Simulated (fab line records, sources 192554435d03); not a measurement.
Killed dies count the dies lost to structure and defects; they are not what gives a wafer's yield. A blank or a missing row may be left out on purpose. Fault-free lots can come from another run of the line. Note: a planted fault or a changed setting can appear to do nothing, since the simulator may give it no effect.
The tool behind it: which one?    flow n5_finfet    27 wafers from 11 lots sampled at 5 of the route's 1938 steps

## WHAT EACH GAUGE READ, for each wafer
N5_HKMG_FIN_INSPECT_28: inspects for defects (darkfield). Usual: 39 for raw_defect_count, sd 15.
lot   measured     on                 raw_defect_count  flag
L557  day 4 13:37  defect_inspect-01  72 86 74          
L558  day 4 21:22  defect_inspect-01  61 68             
L559  day 5 04:02  defect_inspect-02  45 60             
L560  day 5 05:44  defect_inspect-01  22 37             
L561  day 5 18:38  defect_inspect-02  38 29 43          
L562  day 5 22:38  defect_inspect-01  29 38 19          
L567  day 7 04:08  defect_inspect-01  24 29             
L568  day 7 06:37  defect_inspect-02  17 42 35          
L575  day 9 01:59  defect_inspect-01  38 15             
L576  day 9 09:02  defect_inspect-02  46 40 22          
L577  day 9 13:12  defect_inspect-02  43 70             

N5_BEOL_M4_RC_MEAS_101. Usual: DIBL_N 36.5 mV/V, standard deviation 1.9; DIBL_P 36.4 mV/V, standard deviation 2.2; IOFF_N 0.17 nA/um, standard deviation 0.034; IOFF_P 0.21 nA/um, standard deviation 0.036; ION_N 678 uA/um, standard deviation 12; ION_P 462 uA/um, standard deviation 7.1; SS_N 71.7 mV/dec, standard deviation 0.61; SS_P 73.4 mV/dec, standard deviation 0.71; VT_N 249 mV, standard deviation 3.5; VT_P -251 mV, standard deviation 3.
lot   measured      on         DIBL_N (mV/V)   DIBL_P (mV/V)   IOFF_N (nA/um)  IOFF_P (nA/um)  ION_N (uA/um)  ION_P (uA/um)  SS_N (mV/dec)   SS_P (mV/dec)   VT_N (mV)    VT_P (mV)       flag
L557  day 8 17:21   prober-02  37.6 40.3 36.1  37.9 40.5 35.1  0.16 0.23 0.15  0.23 0.27 0.18  671 691 666    455 471 453    71.6 71.8 70.9  73.9 75.4 73.0  248 243 251  -250 -247 -253  
L558  day 9 12:31   prober-02  39.2 39.5       39.0 38.4       0.22 0.22       0.23 0.24       689 677        462 464        72.0 72.4       74.0 73.7       246 245      -252 -252       
L559  day 9 16:39   prober-01  32.0 36.2       31.3 37.0       0.11 0.19       0.16 0.25       660 694        462 475        70.6 71.7       72.4 73.5       256 246      -253 -248       
L560  day 9 01:02   prober-01  34.2 34.4       34.7 34.6       0.15 0.15       0.20 0.20       675 676        464 471        70.5 70.9       72.9 73.6       249 250      -249 -248       
L561  day 9 17:25   prober-02  38.1 35.4 39.0  38.5 33.8 39.9  0.20 0.14 0.22  0.25 0.18 0.28  687 670 688    464 456 473    71.9 71.4 72.3  73.6 72.7 74.6  246 251 245  -249 -252 -248  
L562  day 9 21:43   prober-01  38.0 38.1 36.9  36.3 36.2 36.1  0.18 0.17 0.16  0.21 0.19 0.21  679 669 676    458 453 461    71.9 72.0 71.0  73.6 73.5 73.4  250 252 248  -251 -255 -249  
L567  day 12 10:33  prober-02  35.0 35.8       34.6 35.2       0.12 0.13       0.17 0.18       667 664        456 452        71.5 71.1       72.6 72.2       256 254      -254 -252       
L568  day 12 12:31  prober-01  38.7 37.4 39.8  36.9 35.4 39.0  0.17 0.15 0.20  0.20 0.18 0.24  686 657 690    460 455 466    71.9 71.2 72.5  73.5 73.8 74.3  248 254 249  -252 -254 -252  
L575  day 13 10:16  prober-01  35.3 35.3       37.1 37.4       0.16 0.17       0.19 0.20       673 689        456 470        72.2 72.2       72.8 72.9       251 249      -254 -252       
L576  day 14 06:35  prober-01  38.7 36.4 35.9  38.4 35.0 34.8  0.20 0.16 0.14  0.27 0.21 0.20  687 684 678    466 465 468    72.4 71.9 71.1  74.0 73.6 73.4  247 249 252  -246 -250 -253  
L577  day 13 20:20  prober-01  36.0 35.6       37.6 37.0       0.16 0.16       0.18 0.19       665 686        449 466        71.5 71.1       73.1 73.4       250 248      -254 -256       

## TOOL THAT RAN EACH LOT (tool first, then ch and the chambers of the sampled wafers, then the start)
lot   N5_HKMG_FIN_ALD_91                  N5_HKMG_FIN_ETCHBACK_68           N5_HKMG_FIN_ALD_72
L557  ald_metal-01 ch 1,3, day 4 10:08    rie_metal-01 ch 0,1, day 4 11:50  cvd_w-01 ch 0,1, day 4 12:44
L558  ald_metal-01 ch 3, day 4 17:57      rie_metal-01 ch 0,1, day 4 19:38  cvd_w-02 ch 1, day 4 20:31
L559  ald_metal-03 ch 1,3, day 5 00:31    rie_metal-01 ch 0,1, day 5 02:14  cvd_w-02 ch 0, day 5 03:08
L560  ald_metal-01 ch 0,2, day 5 02:19    rie_metal-03 ch 1, day 5 04:00    cvd_w-01 ch 1, day 5 04:52
L561  ald_metal-03 ch 0,2,3, day 5 15:02  rie_metal-03 ch 1, day 5 16:52    cvd_w-01 ch 1, day 5 17:44
L562  ald_metal-02 ch 0,1, day 5 19:14    rie_metal-01 ch 0,1, day 5 20:52  cvd_w-02 ch 0,1, day 5 21:46
L567  ald_metal-01 ch 0,1, day 7 00:34    rie_metal-01 ch 1, day 7 02:11    cvd_w-01 ch 0,1, day 7 03:15
L568  ald_metal-02 ch 1,2,3, day 7 03:10  rie_metal-01 ch 0,1, day 7 04:48  cvd_w-01 ch 0,1, day 7 05:41
L575  ald_metal-03 ch 0,3, day 8 22:32    rie_metal-02 ch 0, day 9 00:14    cvd_w-01 ch 0, day 9 01:07
L576  ald_metal-03 ch 0,1,3, day 9 05:35  rie_metal-03 ch 0,1, day 9 07:16  cvd_w-01 ch 0,1, day 9 08:10
L577  ald_metal-03 ch 0, day 9 09:44      rie_metal-02 ch 1, day 9 11:28    cvd_w-01 ch 1, day 9 12:20
- N5_HKMG_FIN_ALD_91: deposits TiN, target thk 1 nm, pulse time 1 s, purge time 3 s.
- N5_HKMG_FIN_ETCHBACK_68: etches the open film in Cl2/Ar, stops on HfO2, target depth 0.5 nm.
- N5_HKMG_FIN_ALD_72: deposits W, target thk 2 nm, pulse time 1 s, purge time 2 s.

## AS READ BY THE TOOLS THEMSELVES (means over the sampled wafers that have a number; for cases with no such wafer, the mark the record gives instead)
N5_HKMG_FIN_ALD_91. Usual: heater_power_w 919 W, standard deviation 130; precursor_pulse_height_rel 1.002, standard deviation 0.02.
lot   tool          heater_power_w (W)  precursor_pulse_height_rel  flag
L557  ald_metal-01  1042                1.006                       
L558  ald_metal-01  814                 1.010                       
L559  ald_metal-03  822                 0.990                       
L560  ald_metal-01  916                 0.997                       
L561  ald_metal-03  869                 1.022                       
L562  ald_metal-02  949                 0.990                       
L567  ald_metal-01  1000                1.018                       
L568  ald_metal-02  931                 0.987                       
L575  ald_metal-03  972                 0.997                       
L576  ald_metal-03  913                 1.021                       
L577  ald_metal-03  1080                1.007                       

N5_HKMG_FIN_ETCHBACK_68. Usual: drypump_motor_current_A 5.4 A, standard deviation 0.56; oes_product_au 0.69 a.u., standard deviation 0.081; throttle_valve_pct 20.75 %, standard deviation 0.16.
lot   tool          drypump_motor_current_A (A)  oes_product_au (a.u.)  throttle_valve_pct (%)  flag
L557  rie_metal-01  5.5                          0.77                   20.65                   
L558  rie_metal-01  5.3                          0.73                   20.65                   
L559  rie_metal-01  5.3                          0.72                   20.66                   
L560  rie_metal-03  4.9                          0.62                   20.68                   
L561  rie_metal-03  4.9                          0.61                   20.71                   
L562  rie_metal-01  5.5                          0.76                   20.66                   
L567  rie_metal-01  5.9                          0.82                   20.68                   
L568  rie_metal-01  5.1                          0.69                   20.65                   
L575  rie_metal-02  5.8                          0.65                   20.68                   
L576  rie_metal-03  5.8                          0.66                   20.94                   
L577  rie_metal-02  5.5                          0.70                   20.66                   

N5_HKMG_FIN_ALD_72. Usual: heater_power_w 473 W, standard deviation 52; precursor_pulse_height_rel 1.001, standard deviation 0.022.
lot   tool      heater_power_w (W)  precursor_pulse_height_rel  flag
L557  cvd_w-01  442                 1.003                       
L558  cvd_w-02  532                 0.997                       
L559  cvd_w-02  452                 1.019                       
L560  cvd_w-01  405                 1.018                       
L561  cvd_w-01  406                 1.011                       
L562  cvd_w-02  479                 0.998                       
L567  cvd_w-01  458                 1.022                       
L568  cvd_w-01  481                 0.990                       
L575  cvd_w-01  522                 0.999                       
L576  cvd_w-01  447                 0.998                       
L577  cvd_w-01  417                 0.999                       

## THE ANSWER, worked out from the rows above alone
Rule: lot off if the mean of its wafers having a number is beyond 3 standard deviations from the usual mean. A lot without any number at a reading at which 4 lots or more have one is off too. All remaining lots with rows at the step are treated as sound. The gauges are gone through in route order, then the tools' own readings, and for those a lot's mean is taken as printed above. At the first step where some lot is off, the reading lying furthest off is the one used; lots without a number count as furthest.
Across all readings shown, no lot is off: no conclusion can be drawn from this.

## WHAT THE SIMULATOR HAD PUT IN
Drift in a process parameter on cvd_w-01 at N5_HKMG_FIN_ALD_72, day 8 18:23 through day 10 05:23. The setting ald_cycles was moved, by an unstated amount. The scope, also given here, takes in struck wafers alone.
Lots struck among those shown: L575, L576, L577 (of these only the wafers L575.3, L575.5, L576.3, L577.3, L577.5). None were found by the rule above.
